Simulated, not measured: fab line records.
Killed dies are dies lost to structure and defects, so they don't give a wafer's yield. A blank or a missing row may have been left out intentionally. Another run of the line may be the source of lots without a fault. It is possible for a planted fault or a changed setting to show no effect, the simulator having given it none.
Chamber matching :: flow n5Finfet :: N5_PMOS_HMC_CHANNEL_EPI_HM_DEP_34 on pecvd-03: 3 sister chambers
The step deposits SiO2 from TEOS/O2, target thk 36 nm, time 6.9 s. 20 wafers are shown with their chamber, then 10 later ones without.

## WAFERS PAIRED WITH THEIR CHAMBERS
wafer: L079.1
chamber: 1
throttleValvePct (%): 20.5
showerheadPlenumPTorr (Torr): 8.36
heaterPowerW (W): 494

wafer: L079.3
chamber: 2
throttleValvePct (%): 17.1
showerheadPlenumPTorr (Torr): 8.32
heaterPowerW (W): 514

wafer: L079.5
chamber: 0
throttleValvePct (%): 19.1
showerheadPlenumPTorr (Torr): 8.36
heaterPowerW (W): 718

wafer: L082.1
chamber: 1
throttleValvePct (%): 20.4
showerheadPlenumPTorr (Torr): 8.35
heaterPowerW (W): 497

wafer: L082.3
chamber: 2
throttleValvePct (%): 17.1
showerheadPlenumPTorr (Torr): 8.32
heaterPowerW (W): 480

wafer: L082.5
chamber: 0
throttleValvePct (%): 19.1
showerheadPlenumPTorr (Torr): 8.38
heaterPowerW (W): 689

wafer: L084.1
chamber: 2
throttleValvePct (%): 17.3
showerheadPlenumPTorr (Torr): 8.29
heaterPowerW (W): 582

wafer: L084.3
chamber: 0
throttleValvePct (%): 19.2
showerheadPlenumPTorr (Torr): 8.35
heaterPowerW (W): 574

wafer: L084.6
chamber: 2
throttleValvePct (%): 17.4
showerheadPlenumPTorr (Torr): 8.30
heaterPowerW (W): 599

wafer: L085.2
chamber: 2
throttleValvePct (%): 17.1
showerheadPlenumPTorr (Torr): 8.30
heaterPowerW (W): 528

wafer: L085.5
chamber: 1
throttleValvePct (%): 20.2
showerheadPlenumPTorr (Torr): 8.38
heaterPowerW (W): 560

wafer: L085.6
chamber: 0
throttleValvePct (%): 19.2
showerheadPlenumPTorr (Torr): 8.38
heaterPowerW (W): 725

wafer: L086.3
chamber: 1
throttleValvePct (%): 20.4
showerheadPlenumPTorr (Torr): 8.37
heaterPowerW (W): 566

wafer: L086.4
chamber: 0
throttleValvePct (%): 19.0
showerheadPlenumPTorr (Torr): 8.35
heaterPowerW (W): 701

wafer: L086.5
chamber: 0
throttleValvePct (%): 19.1
showerheadPlenumPTorr (Torr): 8.35
heaterPowerW (W): 715

wafer: L090.1
chamber: 2
throttleValvePct (%): 17.5
showerheadPlenumPTorr (Torr): 8.31
heaterPowerW (W): 599

wafer: L090.2
chamber: 1
throttleValvePct (%): 20.4
showerheadPlenumPTorr (Torr): 8.37
heaterPowerW (W): 535

wafer: L090.3
chamber: 0
throttleValvePct (%): 19.3
showerheadPlenumPTorr (Torr): 8.37
heaterPowerW (W): 726

wafer: L092.4
chamber: 1
throttleValvePct (%): 20.4
showerheadPlenumPTorr (Torr): 8.38
heaterPowerW (W): 583

wafer: L092.5
chamber: 0
throttleValvePct (%): 19.0
showerheadPlenumPTorr (Torr): 8.36
heaterPowerW (W): 604

SIGNATURES, as means of the wafers listed above
reading: throttleValvePct
chamber 0: 19.125
chamber 1: 20.383
chamber 2: 17.250
scatter within a chamber: 0.128

reading: showerheadPlenumPTorr
chamber 0: 8.3625
chamber 1: 8.3683
chamber 2: 8.3067
scatter within a chamber: 0.0123

reading: heaterPowerW
chamber 0: 681.50
chamber 1: 539.17
chamber 2: 550.33
scatter within a chamber: 50.7
Rule: for a wafer and a chamber, the distance is found by dividing, reading by reading, the gap between the wafer's reading and the chamber's mean by the reading's scatter, squaring, summing and taking the root. If the next closest chamber is less than 2 further off than the closest, the wafer can't be placed; otherwise it belongs to the closest. The scatter: take each reading less its chamber's mean, square it, sum over the shown wafers, divide by the number of wafers less the number of chambers, and take the root.

## WAFERS MISSING THEIR CHAMBER
wafer: L092.6
throttleValvePct (%): 17.4
showerheadPlenumPTorr (Torr): 8.31
heaterPowerW (W): 518

wafer: L093.1
throttleValvePct (%): 20.4
showerheadPlenumPTorr (Torr): 8.35
heaterPowerW (W): 568

wafer: L093.4
throttleValvePct (%): 17.4
showerheadPlenumPTorr (Torr): 8.30
heaterPowerW (W): 509

wafer: L093.6
throttleValvePct (%): 20.5
showerheadPlenumPTorr (Torr): 8.36
heaterPowerW (W): 564

wafer: L094.1
throttleValvePct (%): 20.1
showerheadPlenumPTorr (Torr): 8.36
heaterPowerW (W): 527

wafer: L094.2
throttleValvePct (%): 18.9
showerheadPlenumPTorr (Torr): 8.36
heaterPowerW (W): 602

wafer: L094.3
throttleValvePct (%): 17.4
showerheadPlenumPTorr (Torr): 8.29
heaterPowerW (W): 625

wafer: L096.1
throttleValvePct (%): 17.4
showerheadPlenumPTorr (Torr): 8.32
heaterPowerW (W): 538

wafer: L096.3
throttleValvePct (%): 20.7
showerheadPlenumPTorr (Torr): 8.36
heaterPowerW (W): 497

wafer: L096.4
throttleValvePct (%): 17.4
showerheadPlenumPTorr (Torr): 8.33
heaterPowerW (W): 525

## THE CHAMBER EACH PASSED THROUGH
wafer: L092.6
from the rows above: 2
in truth: 2

wafer: L093.1
from the rows above: 1
in truth: 1

wafer: L093.4
from the rows above: 2
in truth: 2

wafer: L093.6
from the rows above: 1
in truth: 1

wafer: L094.1
from the rows above: 1
in truth: 1

wafer: L094.2
from the rows above: 0
in truth: 0

wafer: L094.3
from the rows above: 2
in truth: 2

wafer: L096.1
from the rows above: 2
in truth: 2

wafer: L096.3
from the rows above: 1
in truth: 1

wafer: L096.4
from the rows above: 2
in truth: 2
Placed correctly: 10 of 10. From these rows, 0 cannot be placed. Wrongly placed: 0.
